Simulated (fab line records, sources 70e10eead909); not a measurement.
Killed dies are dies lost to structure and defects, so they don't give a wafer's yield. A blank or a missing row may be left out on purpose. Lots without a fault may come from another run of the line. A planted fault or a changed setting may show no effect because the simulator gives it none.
fab line records | flow nand_harc | part 1 of 2: steps 1 to 25 of 35
record lots=5 wafers=15 last_day=32
route steps=1302 shown A_SLIT@943 A_SIN_REMOVE@947 A_WL_FILL@952 A_CONTACT@983
lots that met no fault: from a run of the same line without faults
start_h: hours from the record's first day to the start of the lot's first wafer shown | wait_h: hours since the lot's step before | " the same as in the row above | L1.1+2: a row that stands for several wafers | - no value, or no start given | * or withheld: withheld | < > ~ a bound
route shown NAME@n: a module of which the file shows steps, and the number in the route of the first | usual: mean/standard deviation of fault-free wafers | same: alike in all rows | chamber/n: place in a boat | sites: the reading at each site | _std_site: their standard deviation | _edge_site: outer sites' mean less inner sites' | radius_mm: how far each site lies from the wafer's centre | mask NAME#n: copy n | behind: the tool/chamber that last shaped the wafer | hold: why the lot was held/for how many hours/how that ended | device: the transistor (n, p or np) that didn't switch | end of line: the same wafers' tests at the end of the route | a step without rows: its recipe alone | killed: dies lost to structure and defects at the first sort, not the wafer's yield | map: a wafer's dies, x killed, . not, _ none there
set.NAME: the setting as run; set.NAME@STEP: as run at that earlier step | model.NAME: the simulator's own value behind a step, which no gauge read
lots at some steps of the route; a table a step, a row a wafer
services: from which hour (start_h, from the record's first day; less than 0 if before it) a tool's chamber was out of use, for how many hours, and why
## steps
# step NHARC_A_SLIT_STRIP_18
# recipe o2_flow_sccm=500 ar_flow_sccm=0 bias_w=0 chemistry=O2
# usual drypump_motor_current_A=6.0/0.42 oes_product_au=0.995/0.013 rf_vpp_V=57.7/0.81 showerhead_plenum_p_Torr=3.51/0.097 throttle_valve_pct=17.036/0.009
# columns lot.wafer tool chamber start_h wait_h drypump_motor_current_A oes_product_au rf_hours_counter_h rf_vpp_V showerhead_plenum_p_Torr throttle_valve_pct
L079.2 rie_diel-09 3 - - 6.3 0.987 11 57.5 3.51 17.046
L079.4 " 0 " " 5.6 0.974 12 56.1 3.38 17.023
L079.5 " 1 " " 6.2 0.990 - 57.0 3.56 17.040
L077.1 rie_diel-12 0 - - 5.6 0.992 2 58.2 3.63 17.050
L077.6 " 0 " " 5.6 0.982 - 56.1 3.63 17.022
L077.5 " 1 " " 6.0 1.006 - 56.6 3.47 17.018
L082.1 rie_diel-12 2 - - 5.2 1.005 5 58.1 3.42 17.044
L082.3 " 3 " " 6.6 1.015 6 59.0 3.50 17.035
L082.6 " 1 " " 5.9 1.014 - 57.2 3.47 17.032
L096.4 rie_diel-09 2 - - 5.9 0.981 10 58.7 3.63 17.025
L096.2 " 0 " " 5.6 1.012 10 58.2 3.38 17.057
L096.1 " 1 " " 6.2 0.992 9 58.8 3.56 17.050
L094.2 rie_diel-03 1 - - 6.0 0.991 1 57.3 3.61 17.037
L094.6 " 2 " " 5.6 0.997 - 56.6 3.36 17.023
L094.5 " 3 " " 5.8 0.987 - 57.9 3.38 17.030
# step NHARC_A_SLIT_PRECLEAN_19
# recipe time_s=* temp_c=50 bath_age_min=0 chemistry=SC1
# columns lot.wafer tool chamber start_h wait_h
L079.4+5+2 wet_bench-03 7,0,1 487.15 -
L077.5+6+1 wet_bench-02 0,1,3 489.46 -
L082.3+1+6 wet_bench-03 0,3,5 537.93 -
L096.4+2+1 wet_bench-03 1,2,3 653.56 -
L094.2+6+5 wet_bench-04 2,3,5 655.22 -
# step NHARC_A_SLIT_SRD_20
# columns lot.wafer tool chamber start_h wait_h
L079.4+5+2 wet_bench-03 7,0,1 - -
L077.5+6+1 wet_bench-02 0,1,3 - -
L082.3+1+6 wet_bench-03 0,3,5 - -
L096.4+2+1 wet_bench-03 1,2,3 - -
L094.2+6+5 wet_bench-04 2,3,5 - -
# step NHARC_A_SLIT_CD_MEAS_21
# usual cd_nm=289.9/0.96
# columns lot.wafer tool chamber start_h wait_h cd_nm
L079.2 cd_sem-02 - 487.29 - 289.6
L079.4 " - " " 288.6
L079.5 " - " " 288.9
L077.1 cd_sem-01 - 489.58 - 289.2
L077.5 " - " " 289.0
L077.6 " - " " 289.3
L082.1 cd_sem-02 - 538.07 - 289.6
L082.3 " - " " 288.1
L082.6 " - " " 289.0
L096.1 cd_sem-03 - 653.69 - 291.4
L096.2 " - " " 292.1
L096.4 " - " " 290.9
L094.2 cd_sem-03 - 655.36 - 291.2
L094.5 " - " " 290.1
L094.6 " - " " 290.9
# step NHARC_A_SIN_REMOVE_WET_00
# recipe temp_c=160 time_s=15300 chemistry=H3PO4
# columns lot.wafer tool chamber start_h wait_h
L079.2+4+5 wet_h3po4-01 1 488.96 1.7
L077.1+5+6 wet_h3po4-02 0 491.26 1.7
L082.1+3+6 wet_h3po4-01 1 539.74 1.7
L094.2+5+6 wet_h3po4-01 0 658.50 3.1
L096.1+2+4 wet_h3po4-01 0 658.50 4.8
# step NHARC_A_SIN_REMOVE_PRECLEAN_01
# recipe time_s=* temp_c=50 bath_age_min=0 chemistry=SC1
# columns lot.wafer tool chamber start_h wait_h
L079.2+4+5 wet_bench-05 6,7,0 493.79 0.0
L077.5+6+1 wet_bench-05 5,7,1 495.96 0.0
L082.6+1+3 wet_bench-05 4,5,6 544.55 0.0
L094.6+2+5 wet_bench-05 0,2,3 663.31 0.0
L096.1+4+2 wet_bench-07 3,6,7 663.31 0.0
# step NHARC_A_SIN_REMOVE_SRD_02
# columns lot.wafer tool chamber start_h wait_h
L079.2+4+5 wet_bench-05 6,7,0 - -
L077.5+6+1 wet_bench-05 5,7,1 - -
L082.6+1+3 wet_bench-05 4,5,6 - -
L094.6+2+5 wet_bench-05 0,2,3 - -
L096.1+4+2 wet_bench-07 3,6,7 - -
# step NHARC_A_SIN_REMOVE_INSPECT_04
# usual raw_defect_count=386/77
# columns lot.wafer tool chamber start_h wait_h raw_defect_count
L079.2 defect_inspect-01 - 493.97 0.0 448
L079.4 " - " " 333
L079.5 " - " " 363
L077.1 defect_inspect-01 - 496.14 0.0 439
L077.5 " - " " 345
L077.6 " - " " 397
L082.1 defect_inspect-01 - 544.71 0.0 449
L082.3 " - " " 507
L082.6 " - " " 418
L094.2 defect_inspect-02 - 663.49 0.0 407
L094.5 " - " " 342
L094.6 " - " " 321
L096.1 defect_inspect-02 - 663.50 0.0 250
L096.2 " - " " 308
L096.4 " - " " 289
# step NHARC_A_WL_FILL_ALD_00
# recipe target_thk_a=30 pulse_time_s=3 ald_cycles=30 temp_c=300 material=Al2O3
# usual heater_power_w=479/51 precursor_pulse_height_rel=0.998/0.019
# columns lot.wafer tool chamber start_h wait_h heater_power_w precursor_pulse_height_rel
L079.4 ald_hk-04 1 494.04 0.1 519 1.028
L079.2 " 3 " " 466 0.987
L079.5 " 2 " " 569 0.993
L077.1 ald_hk-01 2 496.29 0.1 519 0.990
L077.6 " 3 " " 491 0.964
L077.5 " 0 " " 469 0.980
L082.1 ald_hk-01 3 544.84 0.1 484 0.989
L082.3 " 0 " " 463 0.984
L082.6 " 1 " " 532 1.007
L094.2 ald_hk-02 2 663.58 0.1 404 0.973
L094.5 " 1 " " 497 1.000
L094.6 " 2 " " 408 0.987
L096.1 ald_hk-02 3 663.90 0.4 422 0.978
L096.2 " 0 " " 478 0.988
L096.4 " 1 " " 483 1.027
# step NHARC_A_WL_FILL_RTA_01
# recipe temp_c=1000 time_s=5
# usual lamp_power_pct=28.9/1.7 lamp_zone_6_pct=28.8/1.7 wafer_temp_C_max=1004.7/1.4
# columns lot.wafer tool chamber start_h wait_h lamp_power_pct lamp_zone_6_pct wafer_temp_C_max
L079.2 rtp_anneal-01 0 494.50 0.3 30.8 30.7 1004.7
L079.4 " 0 " " 30.8 30.7 1003.4
L079.5 " 0 " " 30.8 30.7 1004.7
L077.1 rtp_anneal-01 0 496.47 - 30.8 30.7 1003.0
L077.5 " 0 " " 30.8 30.7 1002.6
L077.6 " 0 " " 30.8 30.7 1003.0
L082.1 rtp_anneal-01 0 545.05 - 30.8 30.7 1002.2
L082.3 " 0 " " 30.7 30.7 1003.7
L082.6 " 0 " " 30.7 30.8 1003.2
L094.2 rtp_anneal-02 0 663.84 - 27.3 27.2 1005.1
L094.5 " 0 " " 27.2 27.2 1004.5
L094.6 " 0 " " 27.3 27.2 1007.2
L096.1 rtp_anneal-02 0 664.15 - 27.2 27.2 1006.4
L096.2 " 0 " " 27.3 27.2 1006.8
L096.4 " 0 " " 27.3 27.1 1004.9
# step NHARC_A_WL_FILL_ALD_02
# recipe target_thk_a=20 pulse_time_s=3 ald_cycles=100 temp_c=450 material=TiN
# usual heater_power_w=1077/160 precursor_pulse_height_rel=1.000/0.02
# columns lot.wafer tool chamber start_h wait_h heater_power_w precursor_pulse_height_rel
L079.4 ald_metal-03 2 494.73 0.1 1306 1.047
L079.2 " 3 " " 974 1.018
L079.5 " 2 " " 1290 1.008
L077.1 ald_metal-01 3 496.73 0.2 1005 0.980
L077.5 " 2 " " 1024 0.982
L077.6 " 3 " " 1015 1.039
L082.1 ald_metal-03 2 545.30 0.2 1324 0.965
L082.3 " 3 " " 948 0.998
L082.6 " 1 " " 1215 1.025
L094.2 ald_metal-03 3 664.06 0.2 928 1.000
L094.6 " 2 " " 1283 1.012
L094.5 " 3 " " 949 1.002
L096.4 ald_metal-04 0 664.36 0.1 1296 0.991
L096.1 " 1 " " 1100 0.977
L096.2 " 3 " " 1046 1.015
# step NHARC_A_WL_FILL_CVD_03
# recipe target_thk_a=400 temp_c=300 pressure_torr=40 wf6_flow_sccm=40 h2_flow_sccm=1600 ar_flow_sccm=1560 time_s=279 material=W
# usual heater_power_w=505/28 throttle_valve_pct=7.9/0.54
# columns lot.wafer tool chamber start_h wait_h heater_power_w throttle_valve_pct
L079.2 cvd_w-02 1 495.18 0.1 555 7.5
L079.4 " 0 " " 487 8.4
L079.5 " 0 " " 498 8.1
L077.1 cvd_w-01 1 497.18 0.1 490 8.4
L077.6 " 0 " " 492 7.3
L077.5 " 1 " " 493 8.3
L082.1 cvd_w-01 0 545.70 0.1 497 7.6
L082.3 " 1 " " 501 8.6
L082.6 " 1 " " 504 8.4
L094.2 cvd_w-02 1 664.51 0.1 551 7.5
L094.6 " 0 " " 497 8.1
L094.5 " 1 " " 542 7.7
L096.1 cvd_w-02 1 664.80 0.1 562 7.7
L096.2 " 0 " " 488 8.3
L096.4 " 1 " " 560 7.9
# step NHARC_A_WL_FILL_ETCHBACK_04
# recipe target_depth_a=600 time_s=120 chemistry=NF3
# usual drypump_motor_current_A=5.96/0.29 he_backside_leak_sccm=3.24/0.22 oes_product_au=1.005/0.016
# columns lot.wafer tool chamber start_h wait_h drypump_motor_current_A he_backside_leak_sccm oes_product_au rf_hours_counter_h
L079.2 rie_metal-02 1 495.54 0.3 5.83 3.57 1.009 0.8
L079.4 " 1 " " 5.87 3.53 1.016 -
L079.5 " 0 " " 5.59 3.60 0.994 -
L077.1 rie_metal-01 0 497.54 0.3 6.26 3.35 1.026 1.9
L077.6 " 1 " " 5.69 3.45 0.977 -
L077.5 " 0 " " 6.21 3.29 1.016 -
L082.1 rie_metal-01 0 546.13 0.4 6.23 2.92 1.022 2.7
L082.3 " 1 " " 5.69 3.56 0.990 -
L082.6 " 1 " " 5.71 3.59 0.978 -
L094.2 rie_metal-01 1 664.87 0.3 5.66 3.36 0.990 0.9
L094.5 " 0 " " 6.22 3.36 1.001 -
L094.6 " 1 " " 5.67 3.23 1.000 -
L096.1 rie_metal-02 0 665.18 0.3 5.61 3.18 0.996 0.5
L096.2 " 1 " " 5.88 3.53 1.027 0.5
L096.4 " 0 " " 5.62 3.11 1.004 -
# step NHARC_A_WL_FILL_ETCHBACK_05
# recipe target_depth_a=220 time_s=60 temp_c=40 chemistry=Cl2/BCl3
# usual drypump_motor_current_A=5.96/0.29 he_backside_leak_sccm=3.26/0.29 oes_product_au=1.005/0.017
# columns lot.wafer tool chamber start_h wait_h drypump_motor_current_A he_backside_leak_sccm oes_product_au rf_hours_counter_h
L079.2 rie_metal-02 1 495.75 0.2 5.87 3.49 1.021 0.9
L079.4 " 1 " " 5.88 3.26 1.016 -
L079.5 " 0 " " 5.63 3.11 1.001 -
L077.1 rie_metal-01 1 497.74 0.2 5.67 3.35 0.980 2.1
L077.6 " 1 " " 5.70 3.38 0.979 -
L077.5 " 0 " " 6.18 3.12 1.030 -
L082.1 rie_metal-01 0 546.36 0.2 6.22 3.45 1.023 2.9
L082.3 " 0 " " 6.26 3.40 1.008 -
L082.6 " 0 " " 6.23 3.36 1.010 -
L094.2 rie_metal-01 0 665.08 0.2 6.22 3.22 0.996 1.1
L094.6 " 0 " " 6.22 3.31 1.001 -
L094.5 " 1 " " 5.68 3.40 0.988 -
L096.2 rie_metal-02 0 665.42 0.2 5.61 3.35 1.001 0.7
L096.1 " 1 " " 5.86 3.24 1.019 0.7
L096.4 " 1 " " 5.87 3.41 1.023 -
# step NHARC_A_WL_FILL_STRIP_27
# recipe power_w=1500 temp_c=250 time_s=20 chemistry=N2/H2
# usual drypump_motor_current_A=5.9/0.33 heater_power_w=334/34
# columns lot.wafer tool chamber start_h wait_h drypump_motor_current_A heater_power_w rf_hours_counter_h
L079.2 plasma_asher-01 1 495.89 0.1 6.3 274 31
L079.4 " 1 " " 6.2 271 -
L079.5 " 0 " " 6.2 333 -
L077.1 plasma_asher-01 0 497.88 0.1 6.2 353 31
L077.6 " 0 " " 6.2 347 -
L077.5 " 1 " " 6.2 278 -
L082.1 plasma_asher-02 0 546.49 0.1 5.4 378 20
L082.3 " 0 " " 5.4 356 -
L082.6 " 0 " " 5.4 371 -
L094.2 plasma_asher-02 0 665.24 0.1 5.4 375 11
L094.5 " 1 " " 5.9 348 -
L094.6 " 0 " " 5.5 374 -
L096.2 plasma_asher-01 0 665.56 0.1 6.2 332 34
L096.1 " 1 " " 6.2 284 34
L096.4 " 1 " " 6.2 276 -
# step NHARC_A_WL_FILL_STRIP_28
# recipe time_s=1200 temp_c=72.5 chemistry=post_etch_residue_remover
# columns lot.wafer tool chamber start_h wait_h
L079.4+2+5 wet_bench-06 2,4,6 496.06 0.1
L077.6+5+1 wet_bench-03 6,0,1 498.08 0.1
L082.6+1+3 wet_bench-03 6,7,0 546.66 0.1
L094.5+6+2 wet_bench-01 6,7,0 665.39 0.1
L096.4+2+1 wet_bench-03 4,6,0 665.75 0.1
# step NHARC_A_WL_FILL_PRECLEAN_06
# recipe time_s=300 chemistry=DIW
# columns lot.wafer tool chamber start_h wait_h
L079.4+2+5 wet_bench-06 2,4,6 - -
L077.6+5+1 wet_bench-03 6,0,1 - -
L082.6+1+3 wet_bench-03 6,7,0 - -
L094.5+6+2 wet_bench-01 6,7,0 - -
L096.4+2+1 wet_bench-03 4,6,0 - -
# step NHARC_A_WL_FILL_SRD_07
# columns lot.wafer tool chamber start_h wait_h
L079.4+2+5 wet_bench-06 2,4,6 - -
L077.6+5+1 wet_bench-03 6,0,1 - -
L082.6+1+3 wet_bench-03 6,7,0 - -
L094.5+6+2 wet_bench-01 6,7,0 - -
L096.4+2+1 wet_bench-03 4,6,0 - -
# step NHARC_A_WL_FILL_ANNEAL_08
# recipe temp_c=450 time_s=1800
# usual spike_tc_upper_C=449.6/1.2
# columns lot.wafer tool chamber start_h wait_h spike_tc_upper_C
L077.1 furnace-06 0 500.57 - 450.2
L077.5 " 0 " " 449.2
L077.6 " 0 " " 448.0
L079.2 furnace-06 0 500.57 - 450.2
L079.4 " 0 " " 451.2
L079.5 " 0 " " 449.7
L082.1 furnace-01 0 550.26 - 450.9
L082.3 " 0 " " 447.2
L082.6 " 0 " " 449.0
L094.2 furnace-05 0 668.62 - 448.6
L094.5 " 0 " " 451.0
L094.6 " 0 " " 448.9
L096.1 furnace-05 0 668.62 - 449.5
L096.2 " 0 " " 448.4
L096.4 " 0 " " 448.3
# step NHARC_A_WL_FILL_ALD_10
# recipe target_thk_a=500 pulse_time_s=10 ald_cycles=500 temp_c=300 material=SiO2
# usual heater_power_w=491/49 precursor_pulse_height_rel=0.998/0.019
# columns lot.wafer tool chamber start_h wait_h heater_power_w precursor_pulse_height_rel
L079.4 ald_hk-04 0 502.61 0.6 496 0.980
L079.2 " 1 " " 520 1.006
L079.5 " 3 504.19 2.2 479 0.977
L077.1 ald_hk-01 3 503.62 1.6 493 0.994
L077.6 " 0 " " 457 1.014
L077.5 " 1 " " 547 0.988
L082.1 ald_hk-02 1 554.00 2.3 497 0.979
L082.3 " 2 " " 389 1.038
L082.6 " 3 " " 420 1.001
L094.2 ald_hk-02 1 670.11 0.1 497 1.007
L094.6 " 1 672.20 2.1 502 0.990
L094.5 " 2 " " 402 0.988
L096.1 ald_hk-01 2 670.86 0.8 539 1.005
L096.4 " 3 " " 497 0.994
L096.2 " 0 " " 447 1.005
# step NHARC_A_WL_FILL_ETCHBACK_16
# recipe target_depth_a=1200 time_s=24 c4f8_flow_sccm=withheld o2_flow_sccm=8 ar_flow_sccm=withheld rf_w=600 bias_w=800 chemistry=C4F8/O2/Ar
# usual oes_product_au=0.98/0.032 rf_vpp_V=723/4.2
# columns lot.wafer tool chamber start_h wait_h oes_product_au rf_hours_counter_h rf_vpp_V
L077.1 rie_diel-05 1 - - 1.01 2.0 718
L077.5 " 2 " " 1.00 - 726
L077.6 " 3 " " 1.00 - 720
L079.4 rie_diel-05 2 - - 0.99 1.8 726
L079.2 " 1 " " 1.00 2.0 719
L079.5 " 2 " " 1.00 - 725
L082.1 rie_diel-02 3 - - 0.99 8.5 722
L082.3 " 0 " " 1.01 8.0 725
L082.6 " 1 " " 0.99 - 724
L094.2 rie_diel-08 2 - - 0.92 3.9 729
L094.6 " 2 " " 0.92 - 729
L094.5 " 3 " " 0.92 - 722
L096.4 rie_diel-08 1 - - 0.99 3.8 719
L096.1 " 2 " " 1.01 3.9 730
L096.2 " 3 " " 0.99 3.8 722
# step NHARC_A_WL_FILL_STRIP_29
# recipe time_s=20 o2_flow_sccm=500 ar_flow_sccm=0 bias_w=0 chemistry=O2
# usual drypump_motor_current_A=5.7/0.37 oes_product_au=1.000/0.01 rf_vpp_V=57.6/0.77 showerhead_plenum_p_Torr=3.52/0.14 throttle_valve_pct=17.035/0.0088
# columns lot.wafer tool chamber start_h wait_h drypump_motor_current_A oes_product_au rf_hours_counter_h rf_vpp_V showerhead_plenum_p_Torr throttle_valve_pct
L077.1 rie_diel-05 0 506.81 0.1 6.0 0.993 1.8 57.4 3.78 17.047
L077.5 " 3 " " 5.0 1.014 - 58.6 3.36 17.031
L077.6 " 0 " " 6.0 0.992 - 57.9 3.78 17.049
L079.2 rie_diel-05 0 506.92 0.1 6.0 0.994 1.8 59.5 3.78 17.038
L079.4 " 1 " " 5.3 0.994 2.0 57.3 3.36 17.034
L079.5 " 1 " " 5.3 1.013 - 58.5 3.36 17.033
L082.1 rie_diel-02 0 557.73 0.1 5.6 1.016 8.0 57.9 3.60 17.039
L082.3 " 3 " " 5.9 0.999 8.5 57.3 3.45 17.028
L082.6 " 1 " " 5.5 1.004 - 57.9 3.54 17.045
L094.2 rie_diel-08 2 674.89 0.1 5.6 1.008 3.9 57.9 3.74 17.036
L094.6 " 1 " " 5.6 1.000 - 56.2 3.37 17.032
L094.5 " 2 " " 5.6 1.007 - 58.5 3.74 17.020
L096.4 rie_diel-08 2 675.12 0.1 5.6 1.006 3.9 57.9 3.74 17.041
L096.2 " 3 " " 6.4 0.983 3.8 58.2 3.49 17.030
L096.1 " 1 " " 5.6 0.989 3.8 57.1 3.37 17.032
# step NHARC_A_WL_FILL_ETCHBACK_17
# recipe target_depth_a=40 time_s=26.7 chemistry=Cl2/BCl3
# usual drypump_motor_current_A=5.91/0.28 he_backside_leak_sccm=3.24/0.19 oes_product_au=1.003/0.015
# columns lot.wafer tool chamber start_h wait_h drypump_motor_current_A he_backside_leak_sccm oes_product_au rf_hours_counter_h
L077.1 rie_metal-01 1 506.89 - 5.67 3.32 0.992 2.1
L077.5 " 1 " " 5.68 3.40 0.974 -
L077.6 " 0 " " 6.23 3.21 1.024 -
L079.2 rie_metal-02 0 507.01 - 5.61 3.29 0.994 1.2
L079.4 " 1 " " 5.85 3.27 1.022 -
L079.5 " 0 " " 5.61 2.71 0.998 -
L082.1 rie_metal-03 1 557.84 - 5.86 3.01 1.027 0.1
L082.3 " 0 " " 6.40 3.22 0.985 -
L082.6 " 0 " " 6.42 3.34 0.988 -
L094.2 rie_metal-01 1 674.99 - 5.69 3.37 0.986 1.2
L094.5 " 0 " " 6.23 3.19 1.008 -
L094.6 " 1 " " 5.71 3.42 0.982 -
L096.2 rie_metal-02 1 675.21 - 5.87 3.34 1.016 1.0
L096.1 " 0 " " 5.61 3.19 0.996 1.0
L096.4 " 1 " " 5.86 3.39 1.016 -
# step NHARC_A_WL_FILL_PRECLEAN_18
# recipe time_s=30 chemistry=dHF
# columns lot.wafer tool chamber start_h wait_h
L077.5+1+6 wet_bench-01 5,6,1 507.08 0.1
L079.2+5+4 wet_bench-06 5,6,2 507.19 0.2
L082.6+1+3 wet_bench-03 1,3,5 558.00 0.1
L094.6+2+5 wet_bench-03 1,3,4 675.16 0.1
L096.1+4+2 wet_bench-03 4,7,1 675.39 0.1
# step NHARC_A_WL_FILL_SRD_21
# columns lot.wafer tool chamber start_h wait_h
L077.5+1+6 wet_bench-01 5,6,1 507.11 0.0
L079.2+5+4 wet_bench-06 5,6,2 507.22 0.0
L082.6+1+3 wet_bench-03 1,3,5 558.03 0.0
L094.6+2+5 wet_bench-03 1,3,4 675.18 0.0
L096.1+4+2 wet_bench-03 4,7,1 675.42 0.0
